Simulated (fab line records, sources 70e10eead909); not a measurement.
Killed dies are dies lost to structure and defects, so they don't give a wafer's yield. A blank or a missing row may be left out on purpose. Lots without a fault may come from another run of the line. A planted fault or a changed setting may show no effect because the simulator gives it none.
A struck lot beside a sound one | flow nand_harc | 24 steps out of a route of 1302
Sound: wafers L777.2, L777.5, L777.6. Struck: wafers L782.1, L782.4, L782.5. The cause comes at the end.
At each step with rows: each side's tool, then ch and its chambers, then its first start. Under that, the readings that differ: sound wafers | struck wafers | difference of the means | sigmas: that difference in standard deviations of wafers without a fault.
alike: readings whose means differ by less than 2 such deviations, and words and numbers that are the same on both sides. not compared: withheld readings, readings that some wafer has no value for, bounds like >300 that may hide the same value, and numbers for which the record gives no deviation and whose values overlap.
The two part at a step that has a row with sigmas, a row that says differs or no value, or rows on one side only. Numbers that don't overlap but have no deviation are shown without sigmas and don't part them. A reading that every wafer of one side lacks parts them only if that side has two wafers or more.

first, 4 steps without rows for these wafers: NHARC_P_GATE_PRECLEAN_71 (cleans in SC1); NHARC_P_GATE_SRD_72; NHARC_P_GATE_OXIDE_16 (material SiO2, target thk 3 nm, ox time 392 s); NHARC_P_GATE_CVD_17 (deposits poly-Si, target thk 150 nm, time 900 s).
NHARC_P_GATE_HM_DEP_102: deposits aC, target thk 120 nm.
  sound on acl_dep-01 ch 0, day 6 13:33; struck on acl_dep-03 ch 0, day 9 00:17
  alike: susceptor_temp_C, throttle_valve_pct
NHARC_P_GATE_DEP_103: deposits SiON, target thk 30 nm.
  sound on pecvd-02 ch 0,2, day 6 14:07; struck on pecvd-04 ch 0,1, day 9 00:56
  alike: heater_power_outer_w, heater_power_w, susceptor_temp_C
  not compared: since_wet_clean_h
then, 6 steps without rows for these wafers: NHARC_P_GATE_DEHYDRATE_18 (time 120 s); NHARC_P_GATE_HMDS_19 (time 30 s); NHARC_P_GATE_COAT_20 (resist thk 90 nm); NHARC_P_GATE_SOFTBAKE_21 (time 55 s); NHARC_P_GATE_EBR_22; NHARC_P_GATE_EXPOSE_23 (exposes mask P GATE, target cd 120 nm).
NHARC_P_GATE_PEB_24: peb time 65 s.
  sound on litho_track-01 ch 0, day 6 14:43; struck on litho_track-01 ch 0, day 9 01:25
  alike: heater_power_total_W
then, 1 step without rows for these wafers: NHARC_P_GATE_DEVELOP_25 (develop time 35 s).
NHARC_P_GATE_CD_MEAS_26: target cd 120 nm.
  sound on cd_sem-01 ch 0, day 6 14:47; struck on cd_sem-03 ch 0, day 9 01:30
  reading    | sound             | struck            | difference | sigmas
  cd_nm (nm) | 119.7 120.2 120.4 | 111.2 111.6 111.8 | -8.6       | -12
NHARC_P_GATE_OVL_MEAS_27:
  sound on overlay-02, day 6 14:52; struck on overlay-02, day 9 01:35
  reading           | sound          | struck      | difference | sigmas
  overlay_y_nm (nm) | -0.4 -0.7 -0.4 | 1.9 1.8 1.8 | +2.3       | +3
  alike: overlay_x_nm
NHARC_P_GATE_INSPECT_28:
  sound on defect_inspect-01, day 6 14:55; struck on defect_inspect-02, day 9 01:37
  alike: raw_defect_count
NHARC_P_GATE_DESCUM_31: chemistry O2, time 3 s.
  sound on rie_diel-12 ch 0,1,3, day 6 15:00; struck on rie_diel-12 ch 0,2, day 9 01:41
  reading                 | sound           | struck          | difference | sigmas
  model.P_GATE.cd_nm (nm) | 119.2 120 120.8 | 110.9 112 111.9 | -8.4       |
  alike: drypump_motor_current_A, oes_product_au, rf_vpp_V, showerhead_plenum_p_Torr, throttle_valve_pct
  not compared: rf_hours_counter_h
NHARC_P_GATE_ETCH_104: etches the open film in CF4/CHF3, target depth 60 nm.
  sound on rie_diel-12 ch 1,2,3, day 6 15:04; struck on rie_diel-12 ch 1,2, day 9 01:46
  reading               | sound             | struck            | difference | sigmas
  oes_product_au (a.u.) | 0.934 0.935 0.912 | 0.975 0.986 0.964 | +0.048     | +2
  alike: drypump_motor_current_A, rf_vpp_V, showerhead_plenum_p_Torr, throttle_valve_pct
NHARC_P_GATE_HM_OPEN_105: chemistry O2/COS, target depth 360 nm.
  sound on rie_diel-12 ch 0,2,3; struck on rie_diel-12 ch 1,2,3
  alike: drypump_motor_current_A, oes_product_au, rf_vpp_V, showerhead_plenum_p_Torr, throttle_valve_pct
  not compared: rf_hours_counter_h
then, 2 steps without rows for these wafers: NHARC_P_GATE_STRIP_106 (strips in O2/COS); NHARC_P_GATE_ETCH_114 (etches the open film in CF4/O2, target depth 30 nm, overetch 3 nm, time 16.5 s).
NHARC_P_GATE_ETCH_32: etches the open film in HBr/Cl2, target depth 150 nm, time 100.1 s.
  sound on rie_si-02 ch 2,3, day 6 15:28; struck on rie_si-06 ch 1,2, day 9 02:08
  reading                 | sound             | struck            | difference | sigmas
  model.P_GATE.cd_nm (nm) | 120.4 114.9 122.4 | 111.3 114.8 111.5 | -6.7       |
  alike: drypump_motor_current_A, oes_product_au, throttle_valve_pct
  not compared: rf_hours_counter_h
NHARC_P_GATE_STRIP_108: strips in O2.
  sound on rie_diel-07 ch 0,2,3, day 6 15:39; struck on rie_diel-12 ch 0,1,2, day 9 02:18
  alike: drypump_motor_current_A, oes_product_au, rf_vpp_V, showerhead_plenum_p_Torr, throttle_valve_pct
  not compared: rf_hours_counter_h

WHERE THEY PART
First at NHARC_P_GATE_CD_MEAS_26; last, within this record, at NHARC_P_GATE_ETCH_104. Later steps at which nothing parts them and some readings are alike: NHARC_P_GATE_HM_OPEN_105, NHARC_P_GATE_ETCH_32, NHARC_P_GATE_STRIP_108.

WHY: what the simulator had put in
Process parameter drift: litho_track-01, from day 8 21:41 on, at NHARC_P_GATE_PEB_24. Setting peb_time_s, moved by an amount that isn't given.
